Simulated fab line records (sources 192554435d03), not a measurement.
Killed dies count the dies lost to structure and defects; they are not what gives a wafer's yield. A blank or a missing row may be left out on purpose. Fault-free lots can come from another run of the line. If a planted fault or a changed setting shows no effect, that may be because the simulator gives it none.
Split-lot trial | flow n5 finfet | on a route of 1938 steps: 7 lots, 39 wafers read

== THE SPLIT ==
At N5_MOL_CONTACT_COAG_ETCHBACK_135 (etches SiO2 in CHF3, target depth 25 nm, time 16.7 s), the setting time s was moved away from the recipe's 16.7 s on 9 of the 39 wafers read, by -52.2% to +17.7%. For the rest of the wafers, this setting stayed at what the recipe calls for.

The reading is taken at the split's own step.

== THE READING ==
SOC_of_MOL_CONTACT_COAG_COAT_75.thk nm (the simulator's own value, which no gauge read), in nm, at N5_MOL_CONTACT_COAG_ETCHBACK_135 (etches SiO2 in CHF3, target depth 25 nm, time 16.7 s). The file does not state a usual value for it. Average 57.4 nm, standard deviation 0.17 nm, over the 30 wafers here run with the recipe.

wafer  | tool, chamber at the split | time s as run, s | against the recipe | SOC_of_MOL_CONTACT_COAG_COAT_75.thk nm, nm | against lot-mates on the recipe
L076.1 | rie diel-05, 1,2           | 16.7             | recipe             | 57.4                                       | -
L076.4 | rie diel-05, 1,2           | 16.7             | recipe             | 57.4                                       | -
L076.2 | rie diel-05, 0,3,2         | 16.7             | recipe             | 57.2                                       | -
L076.3 | rie diel-05, 0,3,2         | 16.7             | recipe             | 57.2                                       | -
L076.6 | rie diel-05, 0,3,2         | 16.7             | recipe             | 57.2                                       | -
L076.5 | rie diel-05, 1             | 16.7             | recipe             | 57                                         | -
L080.1 | rie diel-01, 1,3           | 7.988            | -52.2%             | 59                                         | +1.5
L080.4 | rie diel-01, 1,3           | 7.988            | -52.2%             | 59                                         | +1.5
L080.2 | rie diel-01, 2             | 7.988            | -52.2%             | 58.8                                       | +1.3
L080.3 | rie diel-01, 0,2           | 16.7             | recipe             | 57.6                                       | -
L080.5 | rie diel-01, 0,2           | 16.7             | recipe             | 57.6                                       | -
L080.6 | rie diel-01, 3             | 16.7             | recipe             | 57.4                                       | -
L081.1 | rie diel-04, 1,0           | 16.7             | recipe             | 57.4                                       | -
L081.4 | rie diel-04, 1,0           | 16.7             | recipe             | 57.4                                       | -
L081.2 | rie diel-04, 3             | 19.66            | +17.7%             | 56.8                                       | -0.5
L081.3 | rie diel-04, 2,3           | 19.66            | +17.7%             | 56.6                                       | -0.7
L081.6 | rie diel-04, 2,3           | 19.66            | +17.7%             | 56.6                                       | -0.7
L081.5 | rie diel-04, 2             | 16.7             | recipe             | 57.2                                       | -
L082.1 | rie diel-04, 0             | 8.453            | -49.4%             | 58.6                                       | +1.2
L082.2 | rie diel-04, 3             | 8.453            | -49.4%             | 58.8                                       | +1.4
L082.3 | rie diel-04, 2             | 8.453            | -49.4%             | 59                                         | +1.6
L082.4 | rie diel-04, 1             | 16.7             | recipe             | 57.2                                       | -
L082.5 | rie diel-04, 0             | 16.7             | recipe             | 57.4                                       | -
L082.6 | rie diel-04, 1             | 16.7             | recipe             | 57.6                                       | -
L086.1 | rie diel-05, 3             | 16.7             | recipe             | 57.4                                       | -
L086.5 | rie diel-05, 3,2           | 16.7             | recipe             | 57.6                                       | -
L086.6 | rie diel-05, 3,2           | 16.7             | recipe             | 57.6                                       | -
L088.1 | rie diel-01, 0,1,2         | 16.7             | recipe             | 57.4                                       | -
L088.4 | rie diel-01, 0,1,2         | 16.7             | recipe             | 57.4                                       | -
L088.6 | rie diel-01, 0,1,2         | 16.7             | recipe             | 57.4                                       | -
L088.2 | rie diel-01, 2             | 16.7             | recipe             | 57.6                                       | -
L088.3 | rie diel-01, 3,1           | 16.7             | recipe             | 57.2                                       | -
L088.5 | rie diel-01, 3,1           | 16.7             | recipe             | 57.2                                       | -
L096.1 | rie diel-04, 1,2,0,2       | 16.7             | recipe             | 57.4                                       | -
L096.2 | rie diel-04, 1,2,0,2       | 16.7             | recipe             | 57.4                                       | -
L096.4 | rie diel-04, 1,2,0,2       | 16.7             | recipe             | 57.4                                       | -
L096.5 | rie diel-04, 1,2,0,2       | 16.7             | recipe             | 57.4                                       | -
L096.3 | rie diel-04, 3             | 16.7             | recipe             | 57                                         | -
L096.6 | rie diel-04, 3             | 16.7             | recipe             | 57.2                                       | -
If several chambers appear in one row, that row covers several wafers at once and the file leaves open which wafer was in which chamber.

FIT RESULTS
A straight line over all 39 wafers: SOC_of_MOL_CONTACT_COAG_COAT_75.thk nm changes by -0.0305 nm for each +1% of time s; r = -0.96; the points scatter about the line by 0.17 nm.
The same after taking each lot's own level away (the mean of its wafers on the recipe; 39 wafers): -0.0284 nm for each +1%; r = -0.97; scatter 0.14 nm.
The reading moves by 1.5 nm for the largest change in time s, on that fit.
From 57.23 to 57.53 nm: that is the span of the lots' own levels, equal to 1.8 times the standard deviation above.
Hence the lot-to-lot level has little effect on the slope; both slopes agree.
Check: for one of the wafers moved furthest among these (-52.2%), held out of the fit, the line's prediction against its lot-mates is +1.46 nm. It came out at +1.47 nm against them.

== THE OTHER SPLITS THESE WAFERS WENT THROUGH ==
These wafers also went through other splits before the reading. Each is held against what the fit with the lots' levels taken away leaves over:
other split on the same wafers          | wafers away from the commonest value | r with SOC_of_MOL_CONTACT_COAG_COAT_75.thk nm (lot level and that fit taken away)
N5_ZERO_LAYER_DEVELOP_10 develop time s | 15                                   | +0.04
N5_FIN_SAQP_ETCH_69 target depth a      | 9                                    | +0.04

== FILE'S OWN FIT ==
SOC_of_MOL_CONTACT_COAG_COAT_75.thk nm changes by -0.0281 nm for each +1% of time s, r = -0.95.
